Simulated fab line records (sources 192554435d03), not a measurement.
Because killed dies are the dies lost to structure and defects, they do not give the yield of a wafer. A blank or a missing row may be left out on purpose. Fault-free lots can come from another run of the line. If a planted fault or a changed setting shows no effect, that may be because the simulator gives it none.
Chamber matching || flow n5-finfet || N5_BEOL_M5_ALD_86 on ald-metal-03: 4 sister chambers
The step deposits TaN, pulse time 2 s, purge time 3 s, co reactant purge time 2 s. 8 wafers are shown with their chamber, then 10 later ones without.

## EACH WAFER AND ITS CHAMBER
{"wafer": "L077.4", "chamber": 3, "heater-power-w (W)": 418, "precursor-vessel-pressure-torr (Torr)": 26.20}
{"wafer": "L087.2", "chamber": 1, "heater-power-w (W)": 376, "precursor-vessel-pressure-torr (Torr)": 26.27}
{"wafer": "L087.5", "chamber": 0, "heater-power-w (W)": 378, "precursor-vessel-pressure-torr (Torr)": 26.22}
{"wafer": "L088.1", "chamber": 3, "heater-power-w (W)": 418, "precursor-vessel-pressure-torr (Torr)": 26.21}
{"wafer": "L088.2", "chamber": 2, "heater-power-w (W)": 424, "precursor-vessel-pressure-torr (Torr)": 26.30}
{"wafer": "L088.4", "chamber": 1, "heater-power-w (W)": 381, "precursor-vessel-pressure-torr (Torr)": 26.29}
{"wafer": "L090.3", "chamber": 0, "heater-power-w (W)": 380, "precursor-vessel-pressure-torr (Torr)": 26.24}
{"wafer": "L090.5", "chamber": 2, "heater-power-w (W)": 424, "precursor-vessel-pressure-torr (Torr)": 26.25}

## WAFERS MISSING THEIR CHAMBER
{"wafer": "L090.6", "heater-power-w (W)": 417, "precursor-vessel-pressure-torr (Torr)": 26.26}
{"wafer": "L091.1", "heater-power-w (W)": 423, "precursor-vessel-pressure-torr (Torr)": 26.23}
{"wafer": "L091.4", "heater-power-w (W)": 416, "precursor-vessel-pressure-torr (Torr)": 26.36}
{"wafer": "L091.5", "heater-power-w (W)": 417, "precursor-vessel-pressure-torr (Torr)": 26.36}
{"wafer": "L094.1", "heater-power-w (W)": 389, "precursor-vessel-pressure-torr (Torr)": 26.23}
{"wafer": "L094.4", "heater-power-w (W)": 413, "precursor-vessel-pressure-torr (Torr)": 26.31}
{"wafer": "L094.5", "heater-power-w (W)": 377, "precursor-vessel-pressure-torr (Torr)": 26.30}
{"wafer": "L097.1", "heater-power-w (W)": 381, "precursor-vessel-pressure-torr (Torr)": 26.10}
{"wafer": "L097.3", "heater-power-w (W)": 428, "precursor-vessel-pressure-torr (Torr)": 26.31}
{"wafer": "L097.5", "heater-power-w (W)": 388, "precursor-vessel-pressure-torr (Torr)": 26.25}

## THE CHAMBER EACH PASSED THROUGH
{"wafer": "L090.6", "from the rows above": "can't be placed: 3 or 2", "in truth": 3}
{"wafer": "L091.1", "from the rows above": "can't be placed: 2 or 3", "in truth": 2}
{"wafer": "L091.4", "from the rows above": "can't be placed: 2 or 3", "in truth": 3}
{"wafer": "L091.5", "from the rows above": 2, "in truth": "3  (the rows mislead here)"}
{"wafer": "L094.1", "from the rows above": "can't be placed: 0 or 1", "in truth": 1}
{"wafer": "L094.4", "from the rows above": "can't be placed: 3 or 2", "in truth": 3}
{"wafer": "L094.5", "from the rows above": 1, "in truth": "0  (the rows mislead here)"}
{"wafer": "L097.1", "from the rows above": 0, "in truth": 0}
{"wafer": "L097.3", "from the rows above": 2, "in truth": 2}
{"wafer": "L097.5", "from the rows above": "can't be placed: 0 or 1", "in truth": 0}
2 of 10 placed correctly. Can't be placed from these rows: 6 (the true chamber is among the candidates in 6). 2 placed wrongly.
How it was worked out, from the rows above alone: a wafer's distance from a chamber is the root of the sum, over the readings, of the square of ((its reading less the chamber's mean) divided by the reading's scatter). If the next closest chamber is less than 2 further off than the closest, the wafer can't be placed; otherwise it belongs to the closest. A chamber's mean is the mean of its shown wafers. The scatter: take each reading less its chamber's mean, square it, sum over the shown wafers, divide by the number of wafers less the number of chambers, and take the root.
